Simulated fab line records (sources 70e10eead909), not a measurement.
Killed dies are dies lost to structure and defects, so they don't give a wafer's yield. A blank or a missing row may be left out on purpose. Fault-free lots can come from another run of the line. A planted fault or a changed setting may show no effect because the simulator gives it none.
fab line records	flow nand-harc
record lots=7	wafers=19	last-day=32
route steps=1302 shown A_SOURCE_PLATE@420 A_ONON_D1@424 END@1302
lots untouched by any fault: they come from a run of this same line in which no faults occurred
start-h: the number of hours between the record's first day and the start of the first shown wafer of the lot	wait-h: hours since the lot's step before	" repeats the value in the row above	L1.1+2: a single row standing in for several wafers	- no value present, or no start provided	* or withheld: withheld	< > ~ a bound
route shown NAME@n: names a module that has steps shown in the file, with the first one's number in the route	usual: mean/standard deviation taken from wafers without a fault	same: alike in all rows	chamber/n: place in a boat	sites: readings site by site	_std_site: the standard deviation of these	_edge_site: outer sites' mean less inner sites'	radius-mm: for every site, how far away it sits from the centre of the wafer	mask NAME#n: copy n	behind: tool/chamber where the wafer was last shaped	hold: why the lot went on hold/how many hours it stayed there/how the hold came to an end	device: the n, p or np transistor that did not switch	end of line: the same wafers' tests at the end of the route	step lacking rows: just its recipe	killed: dies that structure and defects cost at the first sort, which is not the same as the wafer's yield	map: a wafer's dies, x killed, . not, _ none there
set.NAME: setting as actually run; set.NAME@STEP: the setting as run at that earlier step	model.NAME: the simulator's own value behind a step, which no gauge read
a table for each step, a row for each wafer; lots at some steps of the route
services: from which hour (start-h, from the record's first day; less than 0 if before it) a tool's chamber was out of use, for how many hours, and why
## steps
# step NHARC_A_SOURCE_PLATE_THK_MEAS_06
# recipe thk-meas-gauge=ellipsometry
# usual thk-nm=200.6/2.3
lot.wafer	tool	chamber	start-h	wait-h	thk-nm
L796.2	film-metro-01	-	172.34	0.4	200.0
L796.3	"	-	"	"	198.6
L796.5	"	-	"	"	199.7
L800.1	film-metro-02	-	201.54	0.4	198.9
L800.3	"	-	"	"	200.3
L800.4	"	-	"	"	199.3
L804.4	film-metro-02	-	244.18	0.4	200.8
L804.5	"	-	"	"	202.9
L806.2	film-metro-01	-	269.14	0.4	202.4
L806.6	"	-	"	"	202.0
L808.1	film-metro-02	-	275.75	0.4	197.3
L808.2	"	-	"	"	200.2
L808.5	"	-	"	"	201.1
L811.2	film-metro-02	-	308.76	0.4	199.5
L811.5	"	-	"	"	197.6
L811.6	"	-	"	"	198.1
L816.3	film-metro-02	-	359.27	0.4	198.7
L816.4	"	-	"	"	199.4
L816.6	"	-	"	"	200.1
# step NHARC_A_SOURCE_PLATE_INSPECT_08
# usual raw-defect-count=56/24
lot.wafer	tool	chamber	start-h	wait-h	raw-defect-count
L796.2	defect-inspect-01	-	172.40	0.0	45
L796.3	"	-	"	"	24
L796.5	"	-	"	"	48
L800.1	defect-inspect-02	-	201.60	0.0	87
L800.3	"	-	"	"	133
L800.4	"	-	"	"	150
L804.4	defect-inspect-01	-	244.29	0.0	40
L804.5	"	-	"	"	54
L806.2	defect-inspect-01	-	269.21	0.0	56
L806.6	"	-	"	"	44
L808.1	defect-inspect-02	-	275.83	0.0	42
L808.2	"	-	"	"	43
L808.5	"	-	"	"	30
L811.2	defect-inspect-02	-	308.82	0.0	38
L811.5	"	-	"	"	51
L811.6	"	-	"	"	38
L816.3	defect-inspect-01	-	359.38	0.0	77
L816.4	"	-	"	"	63
L816.6	"	-	"	"	86
# step NHARC_A_ONON_D1_DEP_00
# recipe target-thk-a=10000	n2-flow-sccm=2750	n2o-flow-sccm=2000	nh3-flow-sccm=500	sih4-flow-sccm=210	temp-c=400
# step NHARC_A_ONON_D1_THK_MEAS_02
# recipe thk-meas-gauge=ellipsometry
# usual thk-nm=1000/8.4
lot.wafer	tool	chamber	start-h	wait-h	thk-nm
L796.2	film-metro-02	-	172.98	-	983
L796.3	"	-	"	"	984
L796.5	"	-	"	"	986
L800.1	film-metro-01	-	202.19	-	996
L800.3	"	-	"	"	993
L800.4	"	-	"	"	996
L804.4	film-metro-02	-	244.87	-	983
L804.5	"	-	"	"	981
L806.2	film-metro-01	-	269.78	-	1012
L806.6	"	-	"	"	1012
L808.1	film-metro-01	-	276.40	-	1002
L808.2	"	-	"	"	1000
L808.5	"	-	"	"	1000
L811.2	film-metro-02	-	309.40	-	1002
L811.5	"	-	"	"	1005
L811.6	"	-	"	"	1003
L816.3	film-metro-01	-	359.96	-	1001
L816.4	"	-	"	"	1001
L816.6	"	-	"	"	1001
# step NHARC_A_ONON_D1_DEP_03
# recipe target-thk-a=10000	n2-flow-sccm=2750	n2o-flow-sccm=2000	nh3-flow-sccm=500	sih4-flow-sccm=210	temp-c=400
# step NHARC_A_ONON_D1_THK_MEAS_05
# recipe thk-meas-gauge=ellipsometry
# usual thk-nm=1002/10
lot.wafer	tool	chamber	start-h	wait-h	thk-nm
L796.2	film-metro-01	-	173.54	-	992
L796.3	"	-	"	"	992
L796.5	"	-	"	"	990
L800.1	film-metro-02	-	202.75	-	996
L800.3	"	-	"	"	995
L800.4	"	-	"	"	996
L804.4	film-metro-01	-	245.43	-	1005
L804.5	"	-	"	"	1006
L806.2	film-metro-01	-	270.35	-	1017
L806.6	"	-	"	"	1019
L808.1	film-metro-01	-	276.96	-	998
L808.2	"	-	"	"	999
L808.5	"	-	"	"	998
L811.2	film-metro-02	-	309.97	-	1007
L811.5	"	-	"	"	1007
L811.6	"	-	"	"	1006
L816.3	film-metro-02	-	360.53	-	981
L816.4	"	-	"	"	981
L816.6	"	-	"	"	980
# step NHARC_A_ONON_D1_DEP_06
# recipe target-thk-a=10000	n2-flow-sccm=2750	n2o-flow-sccm=2000	nh3-flow-sccm=500	sih4-flow-sccm=210	temp-c=400
# step NHARC_A_ONON_D1_THK_MEAS_08
# recipe thk-meas-gauge=ellipsometry
# usual thk-nm=997/11
lot.wafer	tool	chamber	start-h	wait-h	thk-nm
L796.2	film-metro-01	-	174.11	-	1004
L796.3	"	-	"	"	1002
L796.5	"	-	"	"	1003
L800.1	film-metro-01	-	203.32	-	1003
L800.3	"	-	"	"	1004
L800.4	"	-	"	"	1004
L804.4	film-metro-01	-	246.00	-	983
L804.5	"	-	"	"	984
L806.2	film-metro-02	-	270.92	-	1011
L806.6	"	-	"	"	1010
L808.1	film-metro-02	-	277.52	-	972
L808.2	"	-	"	"	972
L808.5	"	-	"	"	971
L811.2	film-metro-01	-	310.53	-	1002
L811.5	"	-	"	"	1003
L811.6	"	-	"	"	1005
L816.3	film-metro-02	-	361.10	-	992
L816.4	"	-	"	"	992
L816.6	"	-	"	"	993
# step NHARC_A_ONON_D1_DEP_09
# recipe target-thk-a=10000	n2-flow-sccm=2750	n2o-flow-sccm=2000	nh3-flow-sccm=500	sih4-flow-sccm=210	temp-c=400
# step NHARC_A_ONON_D1_THK_MEAS_11
# recipe thk-meas-gauge=ellipsometry
# usual thk-nm=1000/7.6
lot.wafer	tool	chamber	start-h	wait-h	thk-nm
L796.2	film-metro-02	-	174.67	-	997
L796.3	"	-	"	"	997
L796.5	"	-	"	"	998
L800.1	film-metro-02	-	203.88	-	999
L800.3	"	-	"	"	1000
L800.4	"	-	"	"	999
L804.4	film-metro-01	-	246.56	-	1006
L804.5	"	-	"	"	1007
L806.2	film-metro-01	-	271.49	-	1005
L806.6	"	-	"	"	1004
L808.1	film-metro-01	-	278.09	-	989
L808.2	"	-	"	"	990
L808.5	"	-	"	"	989
L811.2	film-metro-01	-	311.10	-	1008
L811.5	"	-	"	"	1005
L811.6	"	-	"	"	1005
L816.3	film-metro-01	-	361.67	-	996
L816.4	"	-	"	"	995
L816.6	"	-	"	"	996
# step NHARC_A_ONON_D1_DEP_12
# recipe target-thk-a=10000	n2-flow-sccm=2750	n2o-flow-sccm=2000	nh3-flow-sccm=500	sih4-flow-sccm=210	temp-c=400
# usual sih4-flow-sccm=209.9/0.6
lot.wafer	tool	chamber	start-h	wait-h	sih4-flow-sccm
L796.2	pecvd-onon-02	0	174.78	0.1	209.9
L796.3	"	0	"	"	209.1
L796.5	"	0	"	"	210.0
L800.1	pecvd-onon-03	0	203.94	0.1	210.3
L800.3	"	0	"	"	210.1
L800.4	"	0	"	"	210.3
L804.4	pecvd-onon-02	0	246.79	0.2	209.8
L804.5	"	0	"	"	209.9
L806.2	pecvd-onon-02	0	271.60	0.1	209.9
L806.6	"	0	"	"	208.8
L808.1	pecvd-onon-02	0	278.15	0.1	210.4
L808.2	"	0	"	"	209.8
L808.5	"	0	"	"	210.4
L811.2	pecvd-onon-04	0	311.21	0.1	209.8
L811.5	"	0	"	"	209.2
L811.6	"	0	"	"	210.3
L816.3	pecvd-onon-03	0	361.84	0.2	209.9
L816.4	"	0	"	"	209.5
L816.6	"	0	"	"	209.9
# step NHARC_A_ONON_D1_THK_MEAS_14
# recipe thk-meas-gauge=ellipsometry
# usual thk-nm=1001/13
lot.wafer	tool	chamber	start-h	wait-h	thk-nm
L796.2	film-metro-01	-	175.24	-	1000
L796.3	"	-	"	"	1000
L796.5	"	-	"	"	999
L800.1	film-metro-01	-	204.45	-	996
L800.3	"	-	"	"	994
L800.4	"	-	"	"	995
L804.4	film-metro-01	-	247.12	-	988
L804.5	"	-	"	"	651
L806.2	film-metro-02	-	272.06	-	677
L806.6	"	-	"	"	1013
L808.1	film-metro-01	-	278.65	-	1008
L808.2	"	-	"	"	674
L808.5	"	-	"	"	675
L811.2	film-metro-02	-	311.67	-	1009
L811.5	"	-	"	"	1007
L811.6	"	-	"	"	1010
L816.3	film-metro-01	-	362.23	-	1014
L816.4	"	-	"	"	1012
L816.6	"	-	"	"	1011
# step NHARC_A_ONON_D1_ANNEAL_15
# recipe temp-c=750	time-s=3600
# step NHARC_END_SORT_01
# recipe temp-c=25
# usual killed-at-array=47/18	killed-at-other=0.9/1.1	killed-at-periphery=4/3.1	killed-dies=52/18	killed-open=3.1/1.5	killed-short=2.4/1.5
# same gross-dies=677
lot.wafer	tool	chamber	start-h	wait-h	killed-at-array	killed-at-other	killed-at-periphery	killed-dies	killed-open	killed-short
L804.5	prober-01	0	642.76	3.7	669	0	8	677	5	4
L806.2	prober-01	0	663.94	2.8	667	0	10	677	3	1
L808.2	prober-02	0	686.06	2.8	673	1	3	677	4	2
L808.5	prober-02	0	688.47	3.7	676	0	1	677	3	0
# killed by level:class
L804.5 A_ONON_D1:area-dep=606 A_SLIT:chamber-film-flake=25 A_CHANNEL_HOLE_D2:chamber-film-flake=13 P_CONTACT:chamber-film-flake=5 A_CONTACT:chamber-film-flake=5 A_CHANNEL_HOLE_D1:chamber-film-flake=3 A_CHANNEL_FILL_D2:chamber-film-flake=3 P_STI:chamber-film-flake=2
L806.2 A_ONON_D1:area-dep=621 A_SLIT:chamber-film-flake=25 A_STAIRCASE:chamber-film-flake=7 A_CHANNEL_HOLE_D1:chamber-film-flake=6 P_GATE:chamber-film-flake=3 P_M0:chamber-film-flake=3 A_CONTACT:chamber-film-flake=3 P_ZERO_WELL:chamber-film-flake=2
L808.2 A_ONON_D1:area-dep=618 A_CHANNEL_HOLE_D2:chamber-film-flake=24 A_CHANNEL_HOLE_D1:chamber-film-flake=16 A_DECK1_JOINT:chamber-film-flake=3 A_STAIRCASE:chamber-film-flake=3 A_SLIT:chamber-film-flake=2 P_GATE:geometric-particle:open=1 A_ONON_D1:geometric-particle:short=1
L808.5 A_ONON_D1:area-dep=631 A_CHANNEL_HOLE_D2:chamber-film-flake=19 A_CHANNEL_HOLE_D1:chamber-film-flake=14 A_WL_FILL:chamber-film-flake=3 A_CHANNEL_FILL_D1:geometric-particle:open=2 A_CONTACT:chamber-film-flake=2 A_SGD_CUT:geometric-particle:open=1 P_STI:chamber-film-flake=1
# map L804.5 (x killed, . not)
____________x____________
_________xxxxxxx_________
_______xxxxxxxxxxx_______
______xxxxxxxxxxxxx______
_____xxxxxxxxxxxxxxx_____
____xxxxxxxxxxxxxxxxx____
____xxxxxxxxxxxxxxxxx____
___xxxxxxxxxxxxxxxxxxx___
___xxxxxxxxxxxxxxxxxxx___
__xxxxxxxxxxxxxxxxxxxxx__
__xxxxxxxxxxxxxxxxxxxxx__
_xxxxxxxxxxxxxxxxxxxxxxx_
_xxxxxxxxxxxxxxxxxxxxxxx_
_xxxxxxxxxxxxxxxxxxxxxxx_
_xxxxxxxxxxxxxxxxxxxxxxx_
_xxxxxxxxxxxxxxxxxxxxxxx_
xxxxxxxxxxxxxxxxxxxxxxxxx
xxxxxxxxxxxxxxxxxxxxxxxxx
xxxxxxxxxxxxxxxxxxxxxxxxx
xxxxxxxxxxxxxxxxxxxxxxxxx
xxxxxxxxxxxxxxxxxxxxxxxxx
_xxxxxxxxxxxxxxxxxxxxxxx_
_xxxxxxxxxxxxxxxxxxxxxxx_
_xxxxxxxxxxxxxxxxxxxxxxx_
_xxxxxxxxxxxxxxxxxxxxxxx_
_xxxxxxxxxxxxxxxxxxxxxxx_
__xxxxxxxxxxxxxxxxxxxxx__
__xxxxxxxxxxxxxxxxxxxxx__
___xxxxxxxxxxxxxxxxxxx___
___xxxxxxxxxxxxxxxxxxx___
____xxxxxxxxxxxxxxxxx____
____xxxxxxxxxxxxxxxxx____
_____xxxxxxxxxxxxxxx_____
______xxxxxxxxxxxxx______
_______xxxxxxxxxxx_______
_________xxxxxxx_________
____________x____________
# map L806.2 (x killed, . not)
____________x____________
_________xxxxxxx_________
_______xxxxxxxxxxx_______
______xxxxxxxxxxxxx______
_____xxxxxxxxxxxxxxx_____
____xxxxxxxxxxxxxxxxx____
____xxxxxxxxxxxxxxxxx____
___xxxxxxxxxxxxxxxxxxx___
___xxxxxxxxxxxxxxxxxxx___
__xxxxxxxxxxxxxxxxxxxxx__
__xxxxxxxxxxxxxxxxxxxxx__
_xxxxxxxxxxxxxxxxxxxxxxx_
_xxxxxxxxxxxxxxxxxxxxxxx_
_xxxxxxxxxxxxxxxxxxxxxxx_
_xxxxxxxxxxxxxxxxxxxxxxx_
_xxxxxxxxxxxxxxxxxxxxxxx_
xxxxxxxxxxxxxxxxxxxxxxxxx
xxxxxxxxxxxxxxxxxxxxxxxxx
xxxxxxxxxxxxxxxxxxxxxxxxx
xxxxxxxxxxxxxxxxxxxxxxxxx
xxxxxxxxxxxxxxxxxxxxxxxxx
_xxxxxxxxxxxxxxxxxxxxxxx_
_xxxxxxxxxxxxxxxxxxxxxxx_
_xxxxxxxxxxxxxxxxxxxxxxx_
_xxxxxxxxxxxxxxxxxxxxxxx_
_xxxxxxxxxxxxxxxxxxxxxxx_
__xxxxxxxxxxxxxxxxxxxxx__
__xxxxxxxxxxxxxxxxxxxxx__
___xxxxxxxxxxxxxxxxxxx___
___xxxxxxxxxxxxxxxxxxx___
____xxxxxxxxxxxxxxxxx____
____xxxxxxxxxxxxxxxxx____
_____xxxxxxxxxxxxxxx_____
______xxxxxxxxxxxxx______
_______xxxxxxxxxxx_______
_________xxxxxxx_________
____________x____________
## services
tool	chamber	start-h	hours	kind
pecvd-onon-02	-	185.06	13.0	pm
pecvd-onon-03	-	227.26	13.0	pm
pecvd-onon-04	-	311.51	13.0	pm
## key
first-sign step=NHARC_A_ONON_D1_THK_MEAS_14	reading=thk-nm	direction=down	sigmas=26	usual=1001	struck=669
effect step=NHARC_END_SORT_01	reading=killed-at-array	direction=up	sigmas=35	usual=47	struck=671
more-kills-born-at NHARC_A_ONON_D1_DEP_12@pecvd-onon-02=2476
met-at NHARC_A_ONON_D1_DEP_12
struck-wafers L804.5,L806.2,L808.2,L808.5
later-rows-left-out L804.5,L806.2,L808.2,L808.5
tester-left-out L804,L806,L808
onset-between 174.78 246.79
fault kind=process-parameter-drift	tool=pecvd-onon-02	chamber=-	onset-h=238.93	steps=NHARC_A_ONON_D1_DEP_12	channel=target-thk-a	offset=*	shape=step	end-h=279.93	scope=struck-wafers-only	acts-in=*	stated=*
# tester-left-out: of these lots the tester's yield and bins aren't shown, on N5 and GAA mostly nor the transistor test; their killed dies are dies lost to structure and defects alone, not to doping, threshold or leakage, so they don't give the yield
# later-rows-left-out: the simulator's readings of these wafers behind a module that went badly wrong aren't trusted and aren't shown, but for the sort
